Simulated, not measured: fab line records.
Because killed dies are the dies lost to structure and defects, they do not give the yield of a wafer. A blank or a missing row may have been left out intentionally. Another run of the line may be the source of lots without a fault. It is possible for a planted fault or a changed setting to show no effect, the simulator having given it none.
Split-lot study -- flow n5-finfet -- 21 wafers read across 7 lots, on a route 1938 steps long

## THE SPLIT ITSELF
At N5_BEOL_M3_TRENCH_ETCH_37 (etches SiOC in C4F6/O2, target depth 55.555 nm, time 29.2 s), the setting bias-w was moved away from the recipe's 185 W on 10 of the 21 wafers read, by -18.0% to +15.7%. The other wafers ran this setting at the recipe's value.

Reading taken at the split's own step.

## THE READING
rf-vpp-V, in V, at N5_BEOL_M3_TRENCH_ETCH_37 (etches SiOC in C4F6/O2, target depth 55.555 nm, time 29.2 s). Fault-free wafers of this fab line usually give 675 V, standard deviation 21 V.

wafer,"tool, chamber at the split","bias-w as run, W",against the recipe,"rf-vpp-V, V",against lot-mates on the recipe
L080.1,"rie-diel-06, 3",151.7,-18.0%,585,no lot-mate on the recipe
L080.2,"rie-diel-06, 1",151.7,-18.0%,574,no lot-mate on the recipe
L080.3,"rie-diel-06, 2",151.7,-18.0%,594,no lot-mate on the recipe
L082.2,"rie-diel-03, 1",185,recipe,649,-
L082.3,"rie-diel-03, 3",185,recipe,675,-
L082.6,"rie-diel-03, 3",185,recipe,674,-
L085.4,"rie-diel-02, 0",160.3,-13.4%,589,-70
L085.5,"rie-diel-02, 1",160.3,-13.4%,640,-19
L085.6,"rie-diel-02, 0",185,recipe,659,-
L088.1,"rie-diel-06, 2",214,+15.7%,779,+96
L088.5,"rie-diel-06, 3",185,recipe,683,-
L088.6,"rie-diel-06, 2",214,+15.7%,780,+97
L094.1,"rie-diel-03, 3",185,recipe,674,-
L094.2,"rie-diel-03, 2",185,recipe,688,-
L094.5,"rie-diel-03, 0",169.3,-8.5%,639,-42
L096.3,"rie-diel-03, 2",185,recipe,690,-
L096.4,"rie-diel-03, 3",185,recipe,675,-
L096.5,"rie-diel-03, 3",185,recipe,673,-
L097.3,"rie-diel-03, 1",207.5,+12.2%,709,+34
L097.4,"rie-diel-03, 3",185,recipe,675,-
L097.6,"rie-diel-03, 2",207.5,+12.2%,755,+80

THE FIT
A straight line over all 21 wafers: rf-vpp-V changes by +5.29 V for each +1% of bias-w; r = +0.96; the points scatter about the line by 16 V.
The same after taking each lot's own level away (the mean of its wafers on the recipe; 18 wafers): +4.83 V for each +1%; r = +0.93; scatter 17 V.
According to that fit, moving bias-w by its largest amount changes the reading by 87 V.
From 659.0 to 683.0 V: that is the span of the lots' own levels, equal to 1.1 times the standard deviation above.
The two slopes are in agreement: the lot-to-lot level therefore moves the slope only a little.
Check: with one of the wafers moved furthest among these (+15.7%) left out of the fit, the line predicts +75.1 V for it against its lot-mates. It came out at +96 V against them.
Tool readings at the split's step, against how far the setting was moved: rf-vpp-V r = +0.96.

## THESE WAFERS: OTHER SPLITS
These wafers also went through other splits before the reading. Each is held against what the fit with the lots' levels taken away leaves over:
other split on the same wafers,wafers away from the commonest value,r with rf-vpp-V (lot level and that fit taken away)
N5_BEOL_M3_EXPOSE_25 dose-mj,5,+0.33

## THE FILE'S OWN FIT
rf-vpp-V changes by +4.9 V for each +1% of bias-w, r = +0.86.
